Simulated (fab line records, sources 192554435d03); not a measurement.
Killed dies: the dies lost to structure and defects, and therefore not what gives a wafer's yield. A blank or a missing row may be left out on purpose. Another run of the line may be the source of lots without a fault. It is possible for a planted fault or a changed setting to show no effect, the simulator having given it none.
Comparing a struck lot with a sound one | flow n5 finfet | 19 out of 1938 route steps
Sound: the wafers L879.3, L879.4, L879.5. Struck: wafer L878.5 (L878.4, L878.6, from the same lot, were not struck and are left out); the cause is given at the end.
Each step with rows lists, per side, the tool, then ch with its chambers, then its first start. Under that, the readings that differ: sound wafers | struck wafers | difference of the means | sigmas: that difference in standard deviations of wafers without a fault.
alike: same words and numbers on both sides, and readings whose means sit less than 2 such deviations apart. not compared: any withheld reading, any reading some wafer has no value for, any bound like >300 that may hide the same value, and any number with overlapping values for which the record gives no deviation.
A row with sigmas, a row that says differs or no value, or rows on one side alone: a step with any of these is where the two part. Non-overlapping numbers with no deviation appear without sigmas and do not part them. A reading that every wafer of one side lacks parts them only if that side has two wafers or more.

first, 9 steps without rows for these wafers: N5_SD_EPI_N_COAT_33 (time 60 s, resist thk 35 nm); N5_SD_EPI_N_COAT_03 (resist thk 150 nm); N5_SD_EPI_N_EBR_05; N5_SD_EPI_N_SOFTBAKE_04 (time 60 s); N5_SD_EPI_N_EXPOSE_06 (exposes mask SD N BLK, target cd 120 nm); N5_SD_EPI_N_PEB_07 (peb time 60 s); N5_SD_EPI_N_DEVELOP_08 (develop time 30 s); N5_SD_EPI_N_DESCUM_14 (chemistry O2, time 7.9 s); N5_SD_EPI_N_ETCH_34 (etches SiARC in CF4, target depth 45.5 nm, time 75.8 s).
N5_SD_EPI_N_ETCH_35: etches SOC in N2/H2, overetch 108 nm, time 486 s.
  sound on rie diel-02 ch 1,3, day 7 05:48; struck on rie diel-04 ch 1, day 7 00:13
  reading                                     | sound           | struck | difference | sigmas
  throttle valve pct (%)                      | 23.4 23.3 23.4  | 24.3   | +0.9       | +3
  model.SD_EPI_N.cd nm (nm)                   | 119.8 121.8 119 | 124.8  | +4.6       |
  model.SiARC_of_SD_EPI_N_COAT_33.thk nm (nm) | 19.2 20.2 19    | 13.6   | -5.9       |
  alike: drypump motor current A, oes product au, rf vpp V, showerhead plenum p Torr
  not compared: rf hours counter h
then, 3 steps without rows for these wafers: N5_SD_EPI_N_STRIP_36 (strips in N2/H2); N5_SD_EPI_N_ETCHBACK_44 (etches SiNx in CH3F/O2, stops on SiO2, target depth 14.5 nm); N5_SD_EPI_N_ETCH_45 (etches SiOCN in CH3F/O2, target depth 6 nm).
N5_SD_EPI_N_ETCH_16: etches SiO2 in CHF3/O2, target depth 5 nm.
  sound on rie diel-02 ch 1,3, day 7 06:19; struck on rie diel-04 ch 1, day 7 00:36
  reading                                     | sound             | struck | difference | sigmas
  throttle valve pct (%)                      | 18.69 18.64 18.70 | 19.29  | +0.61      | +2
  model.SiARC_of_SD_EPI_N_COAT_33.thk nm (nm) | 11.6 13.2 11.4    | 6.2    | -5.9       |
  alike: CHF3_flow_sccm, drypump motor current A, oes product au, rf vpp V, showerhead plenum p Torr
  not compared: rf hours counter h
then, 1 step without rows for these wafers: N5_SD_EPI_N_STRIP_47 (strips in CHF3/O2).
N5_SD_EPI_N_SD_RECESS_17: chemistry HBr/Cl2/O2, target depth 41 nm, time 23.7 s, bt time 3 s.
  sound on rie si-04 ch 0,1, day 7 06:23; struck on rie si-03 ch 0, day 7 00:39
  reading                   | sound             | struck | difference | sigmas
  oes product au (a.u.)     | 0.976 0.969 0.980 | 1.014  | +0.039     | +2
  model.SD_EPI_N.cd nm (nm) | 119.8 122 118.8   | 124.6  | +4.4       |
  alike: drypump motor current A, throttle valve pct
  not compared: rf hours counter h
then, 1 step without rows for these wafers: N5_SD_EPI_N_STRIP_38 (strips in N2/H2).
-- a jump in the record: the struck wafers' starts before and after are 5 days apart (it breaks off in module SD_EPI_N and resumes in module BEOL_M4, where the first step shown is number 1111 of the route) --
N5_BEOL_M4_RC_MEAS_101:
  sound on prober-01 ch 0, day 12 21:13; struck on prober-01 ch 0, day 12 00:11
  reading       | sound          | struck | difference | sigmas
  SS_N (mV/dec) | 71.7 70.9 71.3 | 72.8   | +1.5       | +3
  alike: DIBL_N, DIBL_P, IOFF_N, IOFF_P, ION_N, ION_P, SS_P, VT_N, VT_P
-- a jump in the record: the struck wafers' starts before and after are 4 days apart (it breaks off in module BEOL_M4 and resumes in module PASSIVATION, where the first step shown is number 1936 of the route) --
N5_PASSIVATION_PROBE_49:
  the record has rows for the struck wafers here (prober-02, day 16 08:36) and none for the sound ones

## WHERE THEY PART
At N5_SD_EPI_N_ETCH_35 first; at N5_PASSIVATION_PROBE_49 last (within this record only).

WHY: what the simulator had put in
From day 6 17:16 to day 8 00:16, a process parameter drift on rie diel-04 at N5_SD_EPI_N_ETCH_35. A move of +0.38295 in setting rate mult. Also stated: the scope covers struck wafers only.
